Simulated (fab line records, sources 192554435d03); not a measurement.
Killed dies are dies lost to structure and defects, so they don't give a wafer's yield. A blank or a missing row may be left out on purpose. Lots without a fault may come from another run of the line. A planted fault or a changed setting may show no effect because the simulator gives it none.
Tool commonality check | flow n5_finfet | 9 lots, 25 wafers sampled

WHY IT WAS OPENED
At N5_BEOL_M12_THK_MEAS_50 the reading M12_THK is flagged on 1 of 9 lots. Wafers without a fault read 325 nm, standard deviation 6.3.
Rule: a lot is flagged when every wafer of it that has a number lies more than 4 standard deviations from that mean, or none has a number. The other lots count as sound.

lot  | measured     | on            | M12_THK (nm), wafer by wafer | flag
L670 | day 11 05:21 | film_metro-02 | 329 329 324                  |
L677 | day 13 11:20 | film_metro-02 | 629                          | FLAGGED
L681 | day 13 13:03 | film_metro-01 | 330 332 328                  |
L680 | day 13 15:25 | film_metro-02 | 322 315 316                  |
L684 | day 14 15:28 | film_metro-01 | 329 329 330                  |
L685 | day 15 10:41 | film_metro-02 | 320 313 320                  |
L686 | day 15 14:51 | film_metro-01 | 327 325 326                  |
L691 | day 16 19:38 | film_metro-02 | 332 329 331                  |
L690 | day 17 03:07 | film_metro-02 | 324 325 325                  |
The numbers of the flagged lots are 629 nm on average: +304 nm against the usual, or +48 standard deviations.

WHICH TOOL RAN EACH LOT
The record holds 2 process steps before the reading, out of a route of 1938 steps. In each cell: the tool, then ch and the chambers that the sampled wafers went through, then the start.
lot  | flag    | N5_BEOL_M12_TRENCH_ETCH_34         | N5_BEOL_M12_CMP_49
L670 |         | rie_diel-04 ch 0,1,2, day 10 23:49 | cmp-02 ch 0,2, day 11 05:04
L677 | FLAGGED | rie_diel-04 ch 0, day 12 19:02     | cmp-01 ch 2, day 13 11:02
L681 |         | rie_diel-05 ch 0,1, day 13 07:20   | cmp-02 ch 1,2,3, day 13 12:52
L680 |         | rie_diel-02 ch 0,3, day 13 12:46   | cmp-02 ch 0,1,3, day 13 15:07
L684 |         | rie_diel-04 ch 0,1,2, day 14 12:29 | cmp-03 ch 0,2,3, day 14 15:11
L685 |         | rie_diel-02 ch 0,3, day 15 06:56   | cmp-03 ch 0,2, day 15 10:24
L686 |         | rie_diel-05 ch 0,1,3, day 15 12:26 | cmp-02 ch 1,3, day 15 14:36
L691 |         | rie_diel-05 ch 0,1, day 16 13:36   | cmp-02 ch 0,1, day 16 19:20
L690 |         | rie_diel-05 ch 1,2,3, day 16 22:09 | cmp-02 ch 0,3, day 17 02:49
What these steps do:
- N5_BEOL_M12_TRENCH_ETCH_34: etches SiOC in C4F8/O2/Ar, target depth 318.95 nm, time 125.5 s.
- N5_BEOL_M12_CMP_49: polishes, stops on SiOC, t overpolish 20.6 s, target thk 320 nm.
- N5_BEOL_M12_THK_MEAS_50: measures by xrf.

FLAGGED OVER TOTAL, TOOL BY TOOL (the gauges that took the reading come last)
step                       | tool          | lots run | flagged | share of the flagged lots | sound lots run after its first flagged lot
N5_BEOL_M12_TRENCH_ETCH_34 | rie_diel-02   | 2        | 0       | none                      | -
N5_BEOL_M12_TRENCH_ETCH_34 | rie_diel-04   | 3        | 1       | all                       | 1 (L684)
N5_BEOL_M12_TRENCH_ETCH_34 | rie_diel-05   | 4        | 0       | none                      | -
N5_BEOL_M12_CMP_49         | cmp-01        | 1        | 1       | all                       | 0
N5_BEOL_M12_CMP_49         | cmp-02        | 6        | 0       | none                      | -
N5_BEOL_M12_CMP_49         | cmp-03        | 2        | 0       | none                      | -
N5_BEOL_M12_THK_MEAS_50    | film_metro-01 | 3        | 0       | none                      | -
N5_BEOL_M12_THK_MEAS_50    | film_metro-02 | 6        | 1       | all                       | 4 (L680,L685,L691,L690)

WHAT THE TABLE ALLOWS
3 rows of the table ran every flagged lot: rie_diel-04 at N5_BEOL_M12_TRENCH_ETCH_34, cmp-01 at N5_BEOL_M12_CMP_49, film_metro-02 at N5_BEOL_M12_THK_MEAS_50.
- rie_diel-04 at N5_BEOL_M12_TRENCH_ETCH_34: 1 of its 3 lots flagged. Sound lots ran on it after the first flagged one (L684), which a lasting fault on the whole tool wouldn't allow.
- cmp-01 at N5_BEOL_M12_CMP_49: 1 of its 1 lot flagged. It ran no sound lot before its first flagged lot in this sample, so the start can't be narrowed down. Its own readings lie more than 4 standard deviations out on every wafer of the flagged lots: barrier_field_endpoint_s, overpolish_run_s.
- film_metro-02 at N5_BEOL_M12_THK_MEAS_50: 1 of its 6 lots flagged. Sound lots ran on it after the first flagged one (L680, L685, L691, L690), which a lasting fault on the whole tool wouldn't allow.
One tool is left: cmp-01 at N5_BEOL_M12_CMP_49.

WHAT THE SIMULATOR HAD PUT IN
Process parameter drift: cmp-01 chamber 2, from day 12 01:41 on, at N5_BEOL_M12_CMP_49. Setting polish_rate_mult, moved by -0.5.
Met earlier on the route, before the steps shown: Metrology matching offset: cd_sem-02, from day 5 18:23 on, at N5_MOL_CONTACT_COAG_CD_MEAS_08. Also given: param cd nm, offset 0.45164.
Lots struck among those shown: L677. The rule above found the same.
